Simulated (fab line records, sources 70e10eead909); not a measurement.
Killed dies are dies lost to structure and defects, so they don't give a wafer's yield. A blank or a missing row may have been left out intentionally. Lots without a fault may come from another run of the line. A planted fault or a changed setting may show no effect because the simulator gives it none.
fab line records    flow nand-harc
[record] lots = 5  wafers = 15  last-day = 23
route steps=1159 shown THIN_TSV@1113 END@1159
lots untouched by any fault: they come from a run of this same line in which no faults occurred
start-h: start of the lot's first displayed wafer, in hours after the record's first day    wait-h: hours elapsed since this lot's preceding step    " as in the row above    L1.1+2: one row covering several wafers at once    - no value, or no start was given    * or withheld: withheld    < > ~ a bound
route shown NAME@n: NAME is a module with steps in the file, n the number in the route of the first one    usual: mean/standard deviation of fault-free wafers    same: alike in all rows    chamber/n: place in a boat    sites: per-site readings    _std_site: standard deviation across them    _edge_site: inner sites' mean taken away from outer sites' mean    radius-mm: how far each site lies from the wafer's centre    mask NAME#n: copy n    behind: tool/chamber where the wafer was last shaped    hold: why the lot went on hold/how many hours it stayed there/how the hold came to an end    device: transistor that didn't switch, given as n, p or np    end of line: tests run on the same wafers once the route is complete    a step given without rows: its recipe and nothing more    killed: count of dies lost to structure and defects at first sort (not the wafer's yield)    map: dies across one wafer; x = killed, . = not, _ = none there
set.NAME: the setting as run; set.NAME@STEP: as run at that earlier step    model.NAME: the simulator's own value behind a step, which no gauge read
lots at some steps of the route; a table a step, a row a wafer
services: a tool's chamber out of use, with start hour (start-h, from the record's first day; less than 0 if before it), hours out, and reason
[[steps]]
[step NHARC_THIN_TSV_EXPOSE_09]
[recipe] na = 0.55  dose-mj = 30.7  mask-id = TSV
[step NHARC_THIN_TSV_PEB_10]
[recipe] peb-temp-c = 118  peb-time-s = 85
[step NHARC_THIN_TSV_DEVELOP_11]
[recipe] time-s = 70
[step NHARC_THIN_TSV_CD_MEAS_12]
[recipe] target-cd-nm = 1000  landing-energy-ev = 500
[usual] cd-nm = 1000.1/1.4
lot.wafer  tool       chamber  start-h  wait-h  cd-nm
L221.1     cd-sem-01  0        426.91   -       1000.3
L221.2     "          0        "        "       999.8
L221.6     "          0        "        "       999.0
L220.1     cd-sem-01  0        430.75   -       1001.1
L220.4     "          0        "        "       999.5
L220.5     "          0        "        "       1000.2
L232.1     cd-sem-01  0        500.25   -       1002.4
L232.4     "          0        "        "       1002.5
L232.6     "          0        "        "       1001.7
L231.2     cd-sem-02  0        501.44   -       997.8
L231.3     "          0        "        "       996.7
L231.4     "          0        "        "       997.9
L238.2     cd-sem-02  0        539.83   -       1001.5
L238.3     "          0        "        "       999.1
L238.5     "          0        "        "       999.0
[step NHARC_THIN_TSV_HARDBAKE_13]
[recipe] temp-c = 125  time-s = 80
[step NHARC_THIN_TSV_DESCUM_14]
[recipe] time-s = 3  o2-flow-sccm = 200  ar-flow-sccm = 0  bias-power-w = 0  chemistry = O2
[step NHARC_THIN_TSV_ETCH_44]
[recipe] target-depth-a = 15942  time-s = 797.1  cf4-flow-sccm = 150  o2-flow-sccm = 10  ar-flow-sccm = 0  rf-w = 300  bias-w = 800  chemistry = CF4/O2
[usual] chamber-pressure-mTorr = 30.001/0.026  drypump-motor-current-A = 5.7/0.42  oes-product-au = 1.000/0.0081  rf-vpp-V = 794/4.4  showerhead-plenum-p-Torr = 1.83/0.068  throttle-valve-pct = 16.914/0.0081
lot.wafer  tool         chamber  start-h  wait-h  chamber-pressure-mTorr  drypump-motor-current-A  oes-product-au  rf-hours-counter-h  rf-vpp-V  showerhead-plenum-p-Torr  throttle-valve-pct
L221.1     rie-diel-02  0        427.21   0.1     29.987                  5.5                      1.015           7                   788       1.73                      16.914
L221.2     "            2        "        "       29.989                  6.1                      1.005           7                   796       1.85                      16.937
L221.6     "            0        "        "       29.988                  5.5                      1.003           -                   786       1.73                      16.906
L220.1     rie-diel-06  0        431.05   0.1     29.982                  5.9                      0.989           0                   798       1.89                      16.912
L220.4     "            1        "        "       30.012                  6.2                      0.998           0                   799       1.91                      16.914
L220.5     "            0        "        "       30.030                  5.9                      0.987           -                   799       1.89                      16.916
L232.4     rie-diel-03  1        500.55   0.1     30.034                  5.9                      1.001           9                   791       1.81                      16.912
L232.1     "            3        "        "       30.036                  5.0                      1.007           11                  793       1.80                      16.924
L232.6     "            0        "        "       30.000                  6.1                      1.009           -                   797       1.89                      16.910
L231.4     rie-diel-06  1        501.68   0.1     29.969                  6.1                      0.994           4                   800       1.90                      16.915
L231.2     "            3        "        "       30.010                  5.0                      1.003           5                   797       1.85                      16.912
L231.3     "            0        "        "       29.991                  5.9                      0.982           5                   799       1.89                      16.918
L238.2     rie-diel-06  0        540.07   0.1     30.005                  6.0                      0.994           8                   797       1.89                      16.910
L238.3     "            1        "        "       30.003                  6.2                      0.994           8                   799       1.90                      16.900
L238.5     "            0        "        "       29.986                  5.9                      0.987           -                   798       1.89                      16.911
[step NHARC_THIN_TSV_ETCH_15]
[recipe] target-depth-a = 30000  bosch-target-overetch-cycles = 2  bosch-etch-step-s = 2.8  bosch-dep-step-s = 1.2  bosch-cycles = 14
[usual] drypump-motor-current-A = 5.7/0.52
lot.wafer  tool       chamber  start-h  wait-h  drypump-motor-current-A  rf-hours-counter-h
L221.2     rie-si-03  1        427.74   -       6.0                      0.9
L221.1     "          2        "        "       5.3                      0.8
L221.6     "          0        "        "       6.3                      -
L220.4     rie-si-06  1        431.58   -       6.5                      0.8
L220.1     "          2        "        "       5.1                      0.6
L220.5     "          2        "        "       5.1                      -
L232.1     rie-si-02  1        501.07   -       6.2                      1.1
L232.4     "          0        "        "       5.8                      0.7
L232.6     "          2        "        "       6.0                      -
L231.2     rie-si-03  3        502.27   -       4.8                      1.6
L231.3     "          0        "        "       6.2                      1.5
L231.4     "          1        "        "       6.0                      1.5
L238.3     rie-si-03  3        540.66   -       4.8                      0.2
L238.2     "          0        "        "       6.2                      0.2
L238.5     "          2        "        "       5.3                      -
[step NHARC_THIN_TSV_CD_MEAS_16]
[usual] cd-nm = 1000.0/1.5
lot.wafer  tool       chamber  start-h  wait-h  cd-nm
L221.1     cd-sem-03  -        427.87   0.1     1000.7
L221.2     "          -        "        "       1000.1
L221.6     "          -        "        "       999.1
L220.1     cd-sem-01  -        431.73   0.1     1001.1
L220.4     "          -        "        "       999.7
L220.5     "          -        "        "       999.1
L232.1     cd-sem-03  -        501.21   0.1     1002.0
L232.4     "          -        "        "       1002.2
L232.6     "          -        "        "       1001.8
L231.2     cd-sem-03  -        502.40   0.1     997.8
L231.3     "          -        "        "       995.7
L231.4     "          -        "        "       996.9
L238.2     cd-sem-03  -        540.79   0.1     1001.3
L238.3     "          -        "        "       998.8
L238.5     "          -        "        "       998.3
[step NHARC_THIN_TSV_STRIP_45]
[recipe] power-w = 1500  temp-c = 250  chemistry = O2
[usual] drypump-motor-current-A = 5.8/0.46  heater-power-w = 354/35  temp-c = 249.98/0.19
lot.wafer  tool             chamber  start-h  wait-h  drypump-motor-current-A  heater-power-w  rf-hours-counter-h  temp-c
L221.2     plasma-asher-01  0        427.95   0.1     6.5                      409             48                  249.55
L221.1     "                1        "        "       5.8                      354             48                  249.88
L221.6     "                0        "        "       6.4                      406             -                   249.84
L220.1     plasma-asher-01  1        431.82   0.1     5.8                      357             49                  249.92
L220.4     "                1        "        "       5.8                      355             -                   249.87
L220.5     "                0        "        "       6.5                      408             -                   249.87
L232.1     plasma-asher-01  1        501.28   0.1     5.8                      362             10                  249.80
L232.4     "                0        "        "       6.5                      407             -                   249.91
L232.6     "                1        "        "       5.8                      363             -                   249.65
L231.2     plasma-asher-02  1        502.52   0.1     5.2                      302             46                  249.85
L231.4     "                0        "        "       5.7                      349             -                   249.78
L231.3     "                1        "        "       5.2                      297             -                   249.85
L238.2     plasma-asher-01  1        541.60   0.8     5.8                      363             27                  250.09
L238.3     "                1        "        "       5.8                      354             -                   249.99
L238.5     "                0        "        "       6.5                      408             -                   249.76
[step NHARC_THIN_TSV_STRIP_46]
[recipe] time-s = 1200  temp-c = 72.5  chemistry = post-etch-residue-remover
[step NHARC_THIN_TSV_DEP_47]
[recipe] target-thk-a = 2000  temp-c = withheld  pressure-torr = 6.5  rf-w = 900  teos-flow-sccm = 161.4  flow-sccm = 2650  target-thk-nm = 200  gas = O2  material = SiO2
[usual] throttle-valve-pct = 16.1/0.71
lot.wafer  tool      chamber  start-h  wait-h  throttle-valve-pct
L221.1     pecvd-04  2        428.74   -       17.0
L221.2     "         1        "        "       16.4
L221.6     "         2        "        "       17.0
L220.1     pecvd-02  2        432.73   -       14.9
L220.5     "         2        "        "       15.1
L220.4     "         0        "        "       16.6
L232.1     pecvd-04  0        502.23   -       15.4
L232.4     "         0        "        "       15.5
L232.6     "         1        "        "       16.7
L231.3     pecvd-02  0        503.28   -       16.8
L231.2     "         2        "        "       14.9
L231.4     "         1        "        "       15.9
L238.2     pecvd-04  1        542.42   -       16.5
L238.3     "         0        "        "       15.1
L238.5     "         1        "        "       16.7
[step NHARC_THIN_TSV_ETCHBACK_48]
[recipe] target-depth-a = 10285  over-etch-frac = 0.3  time-s = 405.17  ion-energy-ev = 250  c4f8-flow-sccm = withheld  ar-flow-sccm = withheld  rf-w = 600  bias-w = 300  chemistry = C4F8/Ar
[usual] chamber-pressure-mTorr = 24.999/0.024  oes-product-au = 0.937/0.029  over-etch-frac = 0.3/0  rf-vpp-V = 547/3.2
lot.wafer  tool         chamber  start-h  wait-h  chamber-pressure-mTorr  oes-product-au  over-etch-frac  rf-hours-counter-h  rf-vpp-V
L221.1     rie-diel-02  0        429.15   -       24.984                  0.939           0.3             7                   542
L221.2     "            1        "        "       25.010                  0.934           0.3             8                   543
L221.6     "            0        "        "       25.029                  0.936           0.3             -                   542
L220.1     rie-diel-02  3        433.15   -       25.022                  0.928           0.3             7                   545
L220.4     "            1        "        "       24.991                  0.918           0.3             8                   543
L220.5     "            3        "        "       25.017                  0.925           0.3             -                   547
L232.4     rie-diel-02  0        502.58   -       24.997                  0.929           0.3             11                  542
L232.1     "            3        "        "       24.984                  0.933           0.23238         10                  546
L232.6     "            1        "        "       25.016                  0.924           0.3             -                   542
L231.2     rie-diel-06  3        503.71   -       24.982                  0.933           0.3             5                   547
L231.4     "            0        "        "       24.981                  0.943           0.3             5                   550
L231.3     "            1        "        "       25.016                  0.945           0.3             5                   548
L238.2     rie-diel-06  1        542.82   -       24.998                  0.926           0.3             8                   548
L238.3     "            0        "        "       25.001                  0.908           0.3             9                   549
L238.5     "            1        "        "       24.990                  0.916           0.3             -                   550
[step NHARC_THIN_TSV_STRIP_62]
[recipe] power-w = 1500  temp-c = 250  time-s = 20  chemistry = N2/H2
[usual] drypump-motor-current-A = 5.8/0.46  heater-power-w = 351/36  temp-c = 249.98/0.18
lot.wafer  tool             chamber  start-h  wait-h  drypump-motor-current-A  heater-power-w  rf-hours-counter-h  temp-c
L221.1     plasma-asher-01  0        429.50   -       6.5                      400             49                  249.47
L221.2     "                1        "        "       5.8                      361             49                  249.91
L221.6     "                1        "        "       5.8                      356             -                   250.25
L220.1     plasma-asher-01  1        433.56   -       5.8                      366             50                  250.28
L220.4     "                0        "        "       6.5                      399             -                   249.94
L220.5     "                1        "        "       5.9                      361             -                   250.32
L232.1     plasma-asher-01  1        502.94   -       5.8                      359             11                  249.89
L232.4     "                0        "        "       6.5                      396             -                   249.93
L232.6     "                1        "        "       5.8                      355             -                   250.23
L231.2     plasma-asher-02  1        504.04   -       5.2                      308             46                  249.77
L231.4     "                1        "        "       5.2                      300             -                   249.88
L231.3     "                0        "        "       5.7                      349             -                   249.85
L238.2     plasma-asher-01  0        543.44   -       6.5                      399             28                  249.87
L238.3     "                1        "        "       5.8                      354             -                   249.98
L238.5     "                1        "        "       5.8                      351             -                   250.29
[step NHARC_END_SORT_01]
[recipe] temp-c = 25
[usual] defect-limited-yield = 95.8/1.2  killed-at-array = 24/7.4  killed-at-other = 0.5/0.81  killed-at-periphery = 3.4/2.3  killed-dies = 28/8  killed-open = 3.4/1.8  killed-short = 2.0/1.4  sort_bin_2_pct = 1.3/0.54  sort_bin_3_pct = 0.23/0.2  sort_bin_4_pct = 2.7/0.77  sort-n-pass = 649/8  sort-rim-yield-pct = 94.2/2.7  sort-yield-pct = 95.8/1.2
[same] gross-dies = 677  sort_bin_5_pct[%] = 0  sort_bin_6_pct[%] = 0  sort_bin_7_pct[%] = 0  sort_bin_8_pct[%] = 0  sort-rim-n-gross = 106.00
lot.wafer  tool       chamber  start-h  wait-h  defect-limited-yield[%]  killed-at-array  killed-at-other  killed-at-periphery  killed-dies  killed-open  killed-short  sort_bin_2_pct[%]  sort_bin_3_pct[%]  sort_bin_4_pct[%]  sort-n-pass  sort-rim-yield-pct[%]  sort-yield-pct[%]
L221.1     prober-02  0        449.89   2.5     95.0                     31               0                3                    34           3            0             1.6                0.30               3.1                643          92.5                   95.0
L221.2     prober-02  0        450.68   2.8     95.1                     30               0                3                    33           1            3             1.6                0.44               2.8                644          92.5                   95.1
L221.6     prober-02  0        453.84   3.9     93.6                     40               1                2                    43           3            1             2.1                0.59               3.7                634          93.4                   93.6
L220.1     prober-01  0        449.99   2.5     96.8                     20               1                1                    22           4            3             0.1                0                  3.1                655          97.2                   96.8
L220.4     prober-01  0        452.35   3.4     97.3                     15               1                2                    18           2            1             0.3                0.15               2.2                659          95.3                   97.3
L220.5     prober-01  0        453.14   3.6     97.0                     18               0                2                    20           2            2             1.3                0.15               1.5                657          98.1                   97.0
L232.1     prober-02  0        517.14   2.5     97.0                     13               0                7                    20           4            1             1.0                0                  1.9                657          98.1                   97.0
L232.4     prober-02  0        519.48   3.3     96.3                     19               0                6                    25           4            3             1.6                0.15               1.9                652          97.2                   96.3
L232.6     prober-02  0        521.04   3.9     96.6                     15               3                5                    23           8            2             1.2                0.30               1.9                654          97.2                   96.6
L231.2     prober-02  0        525.66   2.8     96.3                     24               0                1                    25           1            2             0.9                0.59               2.2                652          93.4                   96.3
L231.3     prober-02  0        526.46   3.1     96.6                     20               1                2                    23           4            4             1.0                0                  2.4                654          96.2                   96.6
L231.4     prober-02  0        527.26   3.4     95.7                     27               0                2                    29           4            1             1.5                0.15               2.7                648          92.5                   95.7
L238.2     prober-02  0        556.59   2.8     96.8                     19               0                3                    22           1            2             1.2                0.30               1.8                655          97.2                   96.8
L238.3     prober-02  0        557.40   3.1     96.2                     19               0                7                    26           3            1             1.2                0                  2.7                651          94.3                   96.2
L238.5     prober-02  0        559.02   3.7     95.4                     24               1                6                    31           5            2             1.2                0.15               3.2                646          95.3                   95.4
// killed by level:class
L221.1 A_CHANNEL_HOLE_D1:chamber-film-flake=13 A_SLIT:chamber-film-flake=9 A_STAIRCASE:chamber-film-flake=3 A_CONTACT:chamber-film-flake=2 P_M0:geometric-particle:open=1 A_STAIRCASE:geometric-particle:open=1 A_CONTACT:geometric-particle:open=1 P_STI:chamber-film-flake=1
L220.1 A_CHANNEL_HOLE_D1:chamber-film-flake=4 A_STAIRCASE:chamber-film-flake=3 A_BLC:chamber-film-flake=3 A_WL_FILL:chamber-film-flake=2 P_M0:geometric-particle:open=1 A_ONON_D1:geometric-particle:open=1 A_CHANNEL_FILL_D1:geometric-particle:short=1 A_CHANNEL_FILL_D1:geometric-particle:open=1
L221.2 A_CHANNEL_HOLE_D1:chamber-film-flake=9 A_SLIT:chamber-film-flake=9 A_CONTACT:chamber-film-flake=7 A_SGD_CUT:geometric-particle:short=2 A_STAIRCASE:chamber-film-flake=2 P_M0:geometric-particle:short=1 A_SGD_CUT:geometric-particle:open=1 P_GATE:chamber-film-flake=1
L220.4 A_BLC:chamber-film-flake=7 A_CHANNEL_HOLE_D1:chamber-film-flake=3 A_CONTACT:geometric-particle:open=2 P_GATE:geometric-particle:short=1 P_BONDPAD:chamber-film-flake=1 A_ZERO_WELL:chamber-film-flake=1 A_WL_FILL:chamber-film-flake=1 A_CONTACT:chamber-film-flake=1
L220.5 A_CHANNEL_HOLE_D1:chamber-film-flake=6 A_CONTACT:chamber-film-flake=3 A_BLC:chamber-film-flake=3 P_CONTACT:geometric-particle:open=2 A_ZERO_WELL:chamber-film-flake=2 A_STAIRCASE:chamber-film-flake=2 A_ONON_D1:geometric-particle:short=1 A_WL_FILL:geometric-particle:short=1
L221.6 A_CHANNEL_HOLE_D1:chamber-film-flake=19 A_SLIT:chamber-film-flake=8 A_CONTACT:chamber-film-flake=8 A_STAIRCASE:chamber-film-flake=2 P_M0:geometric-particle:open=1 A_WL_FILL:geometric-particle:short=1 A_CONTACT:geometric-particle:open=1 P_M1:chamber-film-flake=1
L232.1 P_ZERO_WELL:chamber-film-flake=4 A_M0:geometric-particle:open=3 A_CHANNEL_HOLE_D1:chamber-film-flake=3 P_STI:chamber-film-flake=2 A_STAIRCASE:chamber-film-flake=2 A_ONON_D1:geometric-particle:short=1 A_SGD_CUT:geometric-particle:open=1 P_GATE:chamber-film-flake=1
L232.4 A_CHANNEL_HOLE_D1:chamber-film-flake=6 A_WL_FILL:chamber-film-flake=5 P_ZERO_WELL:chamber-film-flake=3 A_STAIRCASE:chamber-film-flake=3 A_CHANNEL_FILL_D1:geometric-particle:short=2 A_CONTACT:geometric-particle:open=2 P_STI:geometric-particle:short=1 P_GATE:geometric-particle:open=1
L232.6 A_CHANNEL_HOLE_D1:chamber-film-flake=4 A_CONTACT:geometric-particle:open=3 A_STAIRCASE:chamber-film-flake=3 A_M0:geometric-particle:open=2 STARTING-WAFER:geometric-particle:open=2 P_STI:chamber-film-flake=2 P_M1:geometric-particle:short=1 A_SOURCE_PLATE:geometric-particle:short=1
L231.2 A_CHANNEL_HOLE_D1:chamber-film-flake=17 A_STAIRCASE:chamber-film-flake=2 A_CONTACT:chamber-film-flake=2 A_CHANNEL_HOLE_D1:geometric-particle:short=1 A_STAIRCASE:geometric-particle:short=1 A_BLC:geometric-particle:open=1 P_ZERO_WELL:chamber-film-flake=1
L231.3 A_CHANNEL_HOLE_D1:chamber-film-flake=6 A_STAIRCASE:chamber-film-flake=6 A_ONON_D1:geometric-particle:short=2 A_ONON_D1:geometric-particle:open=2 P_STI:geometric-particle:short=1 A_WL_FILL:geometric-particle:open=1 A_M0:geometric-particle:short=1 A_M0:geometric-particle:open=1
L231.4 A_CHANNEL_HOLE_D1:chamber-film-flake=17 A_STAIRCASE:chamber-film-flake=6 A_M0:geometric-particle:open=2 P_GATE:geometric-particle:short=1 P_M2:geometric-particle:open=1 A_CHANNEL_FILL_D1:geometric-particle:open=1 A_ZERO_WELL:chamber-film-flake=1
L238.2 A_CHANNEL_HOLE_D1:chamber-film-flake=12 P_GATE:chamber-film-flake=2 A_STAIRCASE:chamber-film-flake=2 A_ONON_D1:geometric-particle:short=1 A_CONTACT:geometric-particle:open=1 A_M0:geometric-particle:short=1 P_STI:chamber-film-flake=1 A_CONTACT:chamber-film-flake=1
L238.3 A_CHANNEL_HOLE_D1:chamber-film-flake=10 P_GATE:chamber-film-flake=4 A_CONTACT:chamber-film-flake=3 A_STAIRCASE:chamber-film-flake=2 P_CONTACT:geometric-particle:open=1 A_SGD_CUT:geometric-particle:short=1 A_CONTACT:geometric-particle:open=1 A_M0:geometric-particle:open=1
L238.5 A_CHANNEL_HOLE_D1:chamber-film-flake=11 A_STAIRCASE:chamber-film-flake=6 P_GATE:chamber-film-flake=5 A_CONTACT:chamber-film-flake=2 P_M0:geometric-particle:open=1 A_CHANNEL_HOLE_D1:geometric-particle:short=1 A_CHANNEL_FILL_D1:geometric-particle:open=1 A_WL_FILL:geometric-particle:open=1
[[services]]
tool             chamber  start-h  hours  kind
rie-si-02        -        408.07   2.0    repair
rie-si-02        0        413.27   19.2   repair
rie-diel-06      -        418.20   9.0    pm
rie-diel-06      0        418.20   9.0    vent-cycle
pecvd-04         -        422.61   2.7    repair
pecvd-04         -        429.73   3.8    repair
rie-diel-06      2        441.79   7.6    repair
pecvd-02         2        443.88   5.0    repair
plasma-asher-01  -        453.00   9.0    pm
plasma-asher-01  0        453.00   9.0    vent-cycle
plasma-asher-01  1        453.00   9.0    vent-cycle
plasma-asher-01  0        462.00   -      clean
plasma-asher-01  1        462.00   -      clean
rie-si-02        3        464.49   2.2    repair
rie-diel-03      2        471.40   2.2    repair
rie-diel-03      1        483.38   5.1    repair
rie-diel-02      2        490.50   7.8    repair
rie-diel-02      -        504.77   9.0    pm
rie-si-03        -        509.00   9.0    pm
plasma-asher-02  -        511.46   0.5    repair
pecvd-02         -        515.04   13.0   pm
rie-si-03        -        526.94   0.1    repair
plasma-asher-02  -        537.00   9.0    pm
rie-si-06        -        537.00   9.0    pm
[[key]]
[first-sign] step = NHARC_THIN_TSV_ETCHBACK_48  reading = over-etch-frac  direction = down  sigmas = 99+  usual = 0.3  struck = 0.23238
effect none on later readings
met-at NHARC_THIN_TSV_ETCHBACK_48
struck-wafers L232.1
onset-between 433.15 502.58
[fault] kind = process-parameter-drift  tool = rie-diel-02  chamber = 3  onset-h = 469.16  steps = NHARC_THIN_TSV_ETCHBACK_48  channel = over-etch-frac  offset = -0.067616  shape = step  end-h = 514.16  acts-in = these-recipes-only  stated = 0.3
